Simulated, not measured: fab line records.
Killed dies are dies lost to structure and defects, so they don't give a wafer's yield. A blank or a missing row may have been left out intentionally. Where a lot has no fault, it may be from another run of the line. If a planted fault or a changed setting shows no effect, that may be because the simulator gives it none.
Which tool did it? / flow n5_finfet / Sampling: 13 lots, 39 wafers, 2 of 1938 route steps

## WHAT EACH GAUGE READ, for each wafer
N5_WELL_APT_CD_MEAS_08: the cd target is 200 nm. Usual: cd_nm 198.8 nm, standard deviation 1.9.
lot=L840; measured=day 1 13:49; on=cd_sem-02; cd_nm (nm)=202.3 201.2 201.0; flag=
lot=L845; measured=day 2 19:35; on=cd_sem-02; cd_nm (nm)=201.3 199.7 201.0; flag=
lot=L846; measured=day 3 01:41; on=cd_sem-01; cd_nm (nm)=197.4 199.6 200.9; flag=
lot=L847; measured=day 3 07:44; on=cd_sem-03; cd_nm (nm)=199.3 197.1 199.0; flag=
lot=L849; measured=day 3 20:59; on=cd_sem-02; cd_nm (nm)=198.9 200.4 201.2; flag=
lot=L851; measured=day 4 07:49; on=cd_sem-03; cd_nm (nm)=198.3 198.6 198.5; flag=
lot=L853; measured=day 4 19:34; on=cd_sem-01; cd_nm (nm)=197.0 195.6 196.7; flag=
lot=L858; measured=day 6 01:49; on=cd_sem-03; cd_nm (nm)=198.2 199.8 195.1; flag=
lot=L859; measured=day 6 07:49; on=cd_sem-01; cd_nm (nm)=199.3 201.7 200.2; flag=
lot=L860; measured=day 6 13:49; on=cd_sem-01; cd_nm (nm)=201.9 196.6 201.5; flag=
lot=L861; measured=day 6 19:43; on=cd_sem-01; cd_nm (nm)=197.8 199.3 200.5; flag=
lot=L862; measured=day 7 02:07; on=cd_sem-03; cd_nm (nm)=198.7 197.8 195.2; flag=
lot=L863; measured=day 7 07:49; on=cd_sem-03; cd_nm (nm)=199.0 197.8 197.3; flag=

N5_WELL_APT_OVL_MEAS_09. Usual: NWELL_OVL 1 nm, standard deviation 5.6.
lot=L840; measured=day 1 13:50; on=overlay-01; NWELL_OVL (nm)=-9 -2 -5; flag=
lot=L845; measured=day 2 19:37; on=overlay-02; NWELL_OVL (nm)=3 2 5; flag=
lot=L846; measured=day 3 01:43; on=overlay-02; NWELL_OVL (nm)=-2 -2 0; flag=
lot=L847; measured=day 3 07:46; on=overlay-01; NWELL_OVL (nm)=1 5 10; flag=
lot=L849; measured=day 3 21:01; on=overlay-02; NWELL_OVL (nm)=5 2 4; flag=
lot=L851; measured=day 4 07:50; on=overlay-02; NWELL_OVL (nm)=4 -4 2; flag=
lot=L853; measured=day 4 19:36; on=overlay-02; NWELL_OVL (nm)=-1 3 0; flag=
lot=L858; measured=day 6 01:50; on=overlay-02; NWELL_OVL (nm)=8 7 8; flag=
lot=L859; measured=day 6 07:50; on=overlay-01; NWELL_OVL (nm)=1 6 2; flag=
lot=L860; measured=day 6 13:50; on=overlay-02; NWELL_OVL (nm)=13 7 12; flag=
lot=L861; measured=day 6 19:44; on=overlay-01; NWELL_OVL (nm)=-11 -10 -3; flag=
lot=L862; measured=day 7 02:09; on=overlay-01; NWELL_OVL (nm)=0 5 3; flag=
lot=L863; measured=day 7 07:50; on=overlay-01; NWELL_OVL (nm)=6 3 11; flag=

## TOOL THAT RAN EACH LOT (tool first, then ch and the chambers of the sampled wafers, then the start)
Before these readings, the record contains no process step.

## AS READ BY THE TOOLS THEMSELVES (means over the sampled wafers that have a number; for cases with no such wafer, the mark the record gives instead)
The record holds no such reading with a usual standard deviation.

## THE ANSWER, worked out from the rows above alone
Rule: take the mean of a lot's wafers that have a number; if it is more than 3 standard deviations from the usual mean, the lot is off. A lot without any number at a reading at which 4 lots or more have one is off too. All remaining lots with rows at the step are treated as sound. After the gauges, taken in route order, come the tools' own readings; for these a lot's mean is taken, as printed above. At the first step where some lot is off, the reading lying furthest off is the one used; lots without a number count as furthest.
None of the lots is off at any reading shown; this tells nothing.

## WHAT THE SIMULATOR HAD PUT IN
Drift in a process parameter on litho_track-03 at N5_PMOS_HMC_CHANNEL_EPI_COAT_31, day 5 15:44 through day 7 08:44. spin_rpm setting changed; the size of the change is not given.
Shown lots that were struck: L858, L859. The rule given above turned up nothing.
